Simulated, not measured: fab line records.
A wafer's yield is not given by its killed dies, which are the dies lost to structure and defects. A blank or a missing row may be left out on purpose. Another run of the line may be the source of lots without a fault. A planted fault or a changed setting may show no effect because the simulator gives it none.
fab line records    flow n5Finfet
[record] lots = 8  wafers = 24  lastDay = 17
route steps=1938 shown BEOL_M9@1436
lots with no fault: from the same line, run without faults
startH: hours from the record's first day to the start of the lot's first wafer shown    waitH: time in hours since the lot's previous step    " same as the row above    L1.1+2: one row covering several wafers at once    - no value, or no start was given    * or withheld: withheld    < > ~ a bound
route shown NAME@n: names a module that has steps shown in the file, with the first one's number in the route    usual: mean/standard deviation taken from wafers without a fault    same: alike in all rows    chamber/n: place in a boat    sites: the reading at each site    _std_site: the standard deviation of these    _edge_site: inner sites' mean taken away from outer sites' mean    radiusMm: for every site, how far away it sits from the centre of the wafer    mask NAME#n: copy n    behind: the most recent tool/chamber to have shaped the wafer    hold: reason for holding the lot/hours on hold/outcome of the hold    device: transistor that didn't switch, given as n, p or np    end of line: the tests these same wafers got at the end of their route    a step without rows: its recipe alone    killed: the dies lost at the first sort to structure and to defects; this is not the yield of the wafer    map: the dies of a wafer, with x for killed, . for not killed, _ for no die there
set.NAME: the setting as run; set.NAME@STEP: as run at that earlier step    model.NAME: the simulator's own value behind a step, which no gauge read
a sample of lots followed through the steps of the route, with each step as a table and each wafer as a row
services: from which hour (startH, from the record's first day; less than 0 if before it) a tool's chamber was out of use, for how many hours, and why
[[steps]]
[step N5_BEOL_M9_INSPECT_30]
[recipe] mode = adi  inspectInstrument = brightfield
[usual] rawDefectCount = 462/120
lot.wafer  tool              chamber  startH  waitH  rawDefectCount
L851.1     defectInspect-01  -        210.98  0.1    523
L851.3     "                 -        "       "      441
L851.6     "                 -        "       "      565
L860.4     defectInspect-01  -        271.12  0.0    580
L860.5     "                 -        "       "      405
L860.6     "                 -        "       "      580
L862.1     defectInspect-01  -        275.54  0.1    338
L862.2     "                 -        "       "      527
L862.6     "                 -        "       "      417
L863.1     defectInspect-01  -        275.71  0.1    371
L863.2     "                 -        "       "      451
L863.3     "                 -        "       "      580
L867.1     defectInspect-02  -        322.40  0.1    379
L867.2     "                 -        "       "      488
L867.6     "                 -        "       "      408
L868.1     defectInspect-01  -        330.35  0.1    349
L868.2     "                 -        "       "      394
L868.3     "                 -        "       "      465
L871.1     defectInspect-02  -        338.60  0.1    422
L871.4     "                 -        "       "      430
L871.5     "                 -        "       "      328
L873.2     defectInspect-02  -        338.77  0.0    446
L873.3     "                 -        "       "      347
L873.6     "                 -        "       "      547
[step N5_BEOL_M9_ETCH_76]
[recipe] chemistry = N2/H2  target = underlayer  targetDepthA = 65  maskMaterial = CAR-EUV  timeS = 5.2  ionEnergyEv = 200  pressureMtorr = 30  sourceW = 840  biasW = 150  n2FlowSccm = 200  h2FlowSccm = 200  ends = cleared
[usual] biasW = 150.0/0.44  drypumpMotorCurrentA = 5.6/0.52  etchRfOnTimeS = 5.20/0.072  oesProductAu = 0.67/0.071  rfVppV = 522.9/2.5  showerheadPlenumPTorr = 2.50/0.076  throttleValvePct = 17.79/0.2
lot.wafer  tool        chamber  startH  waitH  biasW  drypumpMotorCurrentA  etchRfOnTimeS  oesProductAu  rfHoursCounterH  rfVppV  showerheadPlenumPTorr  throttleValvePct
L851.1     rieDiel-02  3        211.05  0.0    150.8  5.6                   5.28           0.58          217              524.0   2.63                   18.00
L851.3     "           2        "       "      149.1  6.0                   5.20           0.77          24               522.9   2.48                   17.70
L851.6     "           1        "       "      149.9  6.1                   5.24           0.80          -                522.0   2.48                   17.59
L860.4     rieDiel-02  3        271.19  0.0    149.8  5.6                   5.33           0.57          230              526.4   2.62                   18.02
L860.5     "           1        "       "      149.5  6.0                   5.23           0.76          -                523.7   2.48                   17.62
L860.6     "           0        "       "      150.1  6.0                   5.21           0.59          -                522.7   2.50                   17.97
L862.1     rieDiel-01  2        275.61  0.0    150.2  5.0                   5.06           0.67          104              521.1   2.46                   17.68
L862.2     "           3        "       "      150.4  4.7                   5.16           0.67          121              522.8   2.46                   17.71
L862.6     "           3        "       "      150.6  4.7                   5.17           0.68          -                520.2   2.46                   17.69
L863.1     rieDiel-02  2        275.85  0.0    149.5  6.0                   5.24           0.76          40               522.9   2.48                   17.75
L863.2     "           3        "       "      149.3  5.6                   5.29           0.58          232              525.9   2.62                   18.01
L863.3     "           1        "       "      150.3  6.1                   5.09           0.78          29               523.0   2.48                   17.62
L867.1     rieDiel-01  1        322.84  0.0    149.8  5.8                   5.30           0.61          196              520.2   2.42                   17.65
L867.2     "           0        "       "      149.3  5.8                   5.33           0.59          196              524.2   2.63                   18.20
L867.6     "           0        "       "      149.9  5.7                   5.39           0.60          -                526.5   2.63                   18.20
L868.1     rieDiel-02  1        330.54  0.0    150.0  6.1                   5.20           0.74          49               523.6   2.47                   17.65
L868.2     "           0        "       "      150.4  5.9                   5.13           0.84          4                524.0   2.50                   17.53
L868.3     "           2        "       "      150.2  6.0                   5.15           0.73          59               520.5   2.47                   17.76
L871.1     rieDiel-02  1        338.67  0.0    149.9  6.1                   5.21           0.74          52               523.8   2.47                   17.65
L871.4     "           0        "       "      149.1  5.9                   5.15           0.81          -                522.3   2.50                   17.53
L871.5     "           2        "       "      149.7  6.0                   5.23           0.73          -                522.7   2.47                   17.76
L873.2     rieDiel-02  1        339.09  0.0    149.7  6.1                   5.15           0.73          52               522.1   2.47                   17.64
L873.3     "           0        "       "      150.8  5.9                   5.10           0.80          7                521.5   2.50                   17.55
L873.6     "           1        "       "      149.6  6.0                   5.09           0.76          -                519.2   2.47                   17.66
[step N5_BEOL_M9_VIA_ETCH_34]
[recipe] chemistry = C4F6/O2  target = SiCOH_lowk  targetDepthA = 1824  maskMaterial = SOC  taperDeg = 4  timeS = 68.4  ionEnergyEv = 250  pressureMtorr = 30  sourceW = 345  biasW = 185  Ar_flow_sccm = 300  C4F6_flow_sccm = 10  O2_flow_sccm = 10
[usual] biasW = 185.0/0.55  drypumpMotorCurrentA = 5.6/0.52  oes_ar_750_au = 0.79/0.079  oesProductAu = 0.79/0.084  rfVppV = 663/7.7  showerheadPlenumPTorr = 2.80/0.087  throttleValvePct = 20.81/0.2
lot.wafer  tool        chamber  startH  waitH  biasW  drypumpMotorCurrentA  oes_ar_750_au  oesProductAu  rfHoursCounterH  rfVppV  showerheadPlenumPTorr  throttleValvePct
L851.1     rieDiel-02  3        211.20  0.0    185.1  5.5                   0.68           0.68          217              666     2.92                   20.89
L851.3     "           2        "       "      185.1  6.0                   0.91           0.93          24               659     2.78                   20.82
L851.6     "           1        "       "      183.9  6.1                   0.94           0.94          -                659     2.80                   20.84
L860.4     rieDiel-02  3        271.34  0.0    184.8  5.5                   0.68           0.68          230              665     2.91                   20.91
L860.5     "           1        "       "      185.0  6.0                   0.91           0.92          -                658     2.80                   20.87
L860.6     "           0        "       "      185.4  5.9                   0.69           0.70          -                659     2.81                   21.03
L862.1     rieDiel-01  2        275.75  0.0    185.5  4.9                   0.78           0.78          104              662     2.75                   20.67
L862.2     "           3        "       "      185.6  4.7                   0.78           0.78          122              667     2.73                   20.64
L862.6     "           3        "       "      184.0  4.7                   0.78           0.78          -                665     2.73                   20.64
L863.1     rieDiel-02  2        275.99  0.0    184.4  6.0                   0.88           0.89          40               661     2.78                   20.82
L863.2     "           3        "       "      184.1  5.6                   0.67           0.67          232              667     2.91                   20.90
L863.3     "           1        "       "      184.3  6.1                   0.90           0.90          29               657     2.80                   20.86
L867.1     rieDiel-01  1        322.99  0.0    184.5  5.8                   0.73           0.71          197              652     2.71                   20.61
L867.2     "           0        "       "      185.7  5.7                   0.71           0.70          196              677     2.95                   21.18
L867.6     "           0        "       "      186.3  5.7                   0.70           0.70          -                676     2.95                   21.19
L868.1     rieDiel-02  1        330.69  0.0    184.3  6.1                   0.86           0.87          49               657     2.79                   20.90
L868.2     "           0        "       "      184.2  6.0                   0.98           0.98          4                659     2.81                   20.68
L868.3     "           2        "       "      184.9  6.0                   0.86           0.86          59               662     2.77                   20.87
L871.1     rieDiel-02  1        338.81  0.0    185.3  6.0                   0.87           0.87          52               658     2.79                   20.89
L871.4     "           0        "       "      184.2  5.9                   0.96           0.97          -                659     2.81                   20.69
L871.5     "           2        "       "      184.9  6.0                   0.84           0.86          -                659     2.77                   20.88
L873.2     rieDiel-02  1        339.24  0.0    184.2  6.0                   0.87           0.87          52               657     2.79                   20.90
L873.3     "           0        "       "      186.0  5.9                   0.96           0.97          7                658     2.81                   20.68
L873.6     "           1        "       "      184.4  6.1                   0.86           0.86          -                657     2.79                   20.90
[step N5_BEOL_M9_TRENCH_ETCH_37]
[recipe] chemistry = C4F6/O2  targetDepthA = 1514.3  target = SiCOH_lowk  timeS = 49  ionEnergyEv = 250  pressureMtorr = 30  sourceW = 345  biasW = 185  Ar_flow_sccm = 300  C4F6_flow_sccm = 10  O2_flow_sccm = 10
[usual] biasW = 185.0/0.57  drypumpMotorCurrentA = 5.6/0.52  oes_ar_750_au = 0.79/0.08  oesProductAu = 0.79/0.085  rfVppV = 663/7.6  showerheadPlenumPTorr = 2.80/0.087  throttleValvePct = 20.84/0.2
lot.wafer  tool        chamber  startH  waitH  biasW  drypumpMotorCurrentA  oes_ar_750_au  oesProductAu  rfHoursCounterH  rfVppV  showerheadPlenumPTorr  throttleValvePct
L851.1     rieDiel-02  3        211.30  -      184.7  5.5                   0.69           0.68          217              665     2.92                   20.90
L851.3     "           2        "       "      184.8  6.0                   0.91           0.93          24               660     2.78                   20.84
L851.6     "           1        "       "      185.1  6.1                   0.94           0.95          -                658     2.80                   20.88
L860.4     rieDiel-02  3        271.44  -      185.4  5.6                   0.67           0.68          230              666     2.91                   20.93
L860.5     "           1        "       "      203.8  6.0                   0.91           0.95          -                711     2.80                   20.89
L860.6     "           0        "       "      185.0  5.9                   0.70           0.70          -                659     2.81                   21.05
L862.1     rieDiel-01  2        275.86  -      185.2  5.0                   0.78           0.78          104              662     2.75                   20.69
L862.2     "           3        "       "      185.0  4.7                   0.78           0.79          122              665     2.73                   20.68
L862.6     "           3        "       "      185.0  4.7                   0.78           0.79          -                667     2.73                   20.67
L863.1     rieDiel-02  2        276.09  -      185.0  6.0                   0.88           0.89          40               661     2.78                   20.87
L863.2     "           3        "       "      184.7  5.6                   0.67           0.67          232              665     2.91                   20.93
L863.3     "           1        "       "      202.9  6.0                   0.91           0.92          29               710     2.80                   20.91
L867.1     rieDiel-01  1        323.09  -      185.4  5.8                   0.72           0.71          197              652     2.71                   20.63
L867.2     "           0        "       "      184.4  5.7                   0.71           0.71          196              676     2.95                   21.22
L867.6     "           0        "       "      184.8  5.7                   0.71           0.71          -                678     2.95                   21.21
L868.1     rieDiel-02  1        330.79  -      185.1  6.1                   0.87           0.89          49               658     2.79                   20.93
L868.2     "           0        "       "      185.5  5.9                   0.98           0.98          4                659     2.81                   20.70
L868.3     "           2        "       "      184.6  6.0                   0.86           0.87          59               662     2.77                   20.92
L871.1     rieDiel-02  1        338.92  -      184.3  6.1                   0.87           0.87          52               657     2.79                   20.93
L871.4     "           0        "       "      185.2  5.9                   0.96           0.97          -                658     2.80                   20.72
L871.5     "           2        "       "      185.1  6.0                   0.85           0.86          -                659     2.77                   20.89
L873.2     rieDiel-02  1        339.34  -      186.1  6.0                   0.87           0.87          52               656     2.79                   20.93
L873.3     "           0        "       "      184.4  6.0                   0.96           0.96          7                659     2.81                   20.70
L873.6     "           1        "       "      185.7  6.0                   0.87           0.87          -                657     2.79                   20.93
[step N5_BEOL_M9_OCD_MEAS_38]
[usual] trenchDepthNm = 151.4/2.1
lot.wafer  tool    chamber  startH  waitH  trenchDepthNm
L851.1     ocd-02  -        211.47  -      150.4
L851.3     "       -        "       "      154.2
L851.6     "       -        "       "      153.7
L860.4     ocd-01  -        271.62  -      149.9
L860.5     "       -        "       "      160.3
L860.6     "       -        "       "      150.5
L862.1     ocd-01  -        276.03  -      151.3
L862.2     "       -        "       "      151.7
L862.6     "       -        "       "      151.5
L863.1     ocd-01  -        276.27  -      153.8
L863.2     "       -        "       "      148.2
L863.3     "       -        "       "      158.9
L867.1     ocd-02  -        323.26  -      148.2
L867.2     "       -        "       "      150.3
L867.6     "       -        "       "      149.1
L868.1     ocd-01  -        330.97  -      154.8
L868.2     "       -        "       "      155.5
L868.3     "       -        "       "      153.7
L871.1     ocd-01  -        339.09  -      151.6
L871.4     "       -        "       "      153.7
L871.5     "       -        "       "      152.6
L873.2     ocd-02  -        339.52  -      152.2
L873.3     "       -        "       "      154.3
L873.6     "       -        "       "      152.1
[step N5_BEOL_M9_THK_MEAS_53]
[recipe] thkMeasGauge = xrf  reads = Cu_of_BEOL_M9_ECD_50
[usual] M9_THK = 140.6/2.4
lot.wafer  tool          chamber  startH  waitH  M9_THK[nm]
L851.1     filmMetro-01  -        215.41  -      141.7
L851.3     "             -        "       "      145.0
L851.6     "             -        "       "      144.3
L860.4     filmMetro-01  -        273.95  -      138.6
L860.5     "             -        "       "      148.2
L860.6     "             -        "       "      139.4
L863.1     filmMetro-02  -        278.51  -      142.9
L863.2     "             -        "       "      138.0
L863.3     "             -        "       "      148.1
L862.1     filmMetro-01  -        278.77  -      141.1
L862.2     "             -        "       "      140.4
L862.6     "             -        "       "      139.9
L867.1     filmMetro-02  -        325.46  -      137.9
L867.2     "             -        "       "      139.1
L867.6     "             -        "       "      137.9
L868.1     filmMetro-02  -        333.58  -      145.2
L868.2     "             -        "       "      146.0
L868.3     "             -        "       "      145.3
L871.1     filmMetro-02  -        341.31  -      140.8
L871.4     "             -        "       "      142.7
L871.5     "             -        "       "      140.3
L873.2     filmMetro-02  -        342.49  -      143.6
L873.3     "             -        "       "      143.3
L873.6     "             -        "       "      143.4
[step N5_BEOL_M9_RS_MEAS_57]
[recipe] thkMeasGauge = four-point-probe  reads = Cu_of_BEOL_M9_ECD_50+Co_of_BEOL_M9_CVD_78+TaN_of_BEOL_M9_ALD_74
[usual] M9_RS = 0.1511/0.0027
lot.wafer  tool          chamber  startH  waitH  M9_RS[ohm/sq]
L851.1     filmMetro-02  -        215.58  0.1    0.1502
L851.3     "             -        "       "      0.1467
L851.6     "             -        "       "      0.1476
L860.4     filmMetro-02  -        274.08  0.0    0.1519
L860.5     "             -        "       "      0.1407
L860.6     "             -        "       "      0.1512
L863.1     filmMetro-02  -        278.65  0.1    0.1485
L863.2     "             -        "       "      0.1539
L863.3     "             -        "       "      0.1430
L862.1     filmMetro-02  -        278.91  0.1    0.1497
L862.2     "             -        "       "      0.1508
L862.6     "             -        "       "      0.1522
L867.1     filmMetro-02  -        325.59  0.1    0.1557
L867.2     "             -        "       "      0.1546
L867.6     "             -        "       "      0.1563
L868.1     filmMetro-02  -        333.71  0.1    0.1479
L868.2     "             -        "       "      0.1470
L868.3     "             -        "       "      0.1481
L871.1     filmMetro-01  -        341.44  0.1    0.1495
L871.4     "             -        "       "      0.1480
L871.5     "             -        "       "      0.1504
L873.2     filmMetro-02  -        342.62  0.1    0.1480
L873.3     "             -        "       "      0.1465
L873.6     "             -        "       "      0.1476
[[services]]
tool        chamber  startH  hours  kind
rieDiel-02  -        215.56  14.6   pm
rieDiel-01  -        231.04  0.4    repair
rieDiel-02  -        279.98  0.2    repair
rieDiel-02  0        283.46  -      clean
rieDiel-02  0        283.46  -      consumableReplace:focusRing
rieDiel-02  0        283.46  27.3   scheduledDown
rieDiel-02  0        283.46  27.3   ventCycle
rieDiel-02  0        316.35  5.3    repair
rieDiel-02  3        326.91  -      clean
rieDiel-02  3        326.91  -      consumableReplace:focusRing
rieDiel-02  3        326.91  21.4   scheduledDown
rieDiel-02  3        326.91  21.4   ventCycle
[[key]]
[firstSign] step = N5_BEOL_M9_TRENCH_ETCH_37  reading = biasW  direction = up  sigmas = 32  usual = *  struck = *
[effect] step = N5_BEOL_M9_TRENCH_ETCH_37  reading = rfVppV  direction = up  sigmas = 6.2  usual = 663  struck = 710
[effect] step = N5_BEOL_M9_OCD_MEAS_38  reading = trenchDepthNm  direction = up  sigmas = 4  usual = 151.4  struck = 159.6
[effect] step = N5_BEOL_M9_THK_MEAS_53  reading = M9_THK  direction = up  sigmas = 3.1  usual = 140.6  struck = 148.2
[effect] step = N5_BEOL_M9_RS_MEAS_57  reading = M9_RS  direction = down  sigmas = 3.5  usual = 0.1511  struck = 0.1418
metAt N5_BEOL_M9_TRENCH_ETCH_37
struckLots L860,L863
struckWafers L860.5,L863.3
notActingAt N5_BEOL_M9_INSPECT_30,N5_BEOL_M9_ETCH_76,N5_BEOL_M9_VIA_ETCH_34
onsetBetween 211.30 271.44
[fault] kind = processParameterDrift  tool = rieDiel-02  chamber = 1  onsetH = 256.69  steps = N5_BEOL_M9_TRENCH_ETCH_37  channel = biasW  offset = *  shape = step  endH = 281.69  actsIn = *  stated = *
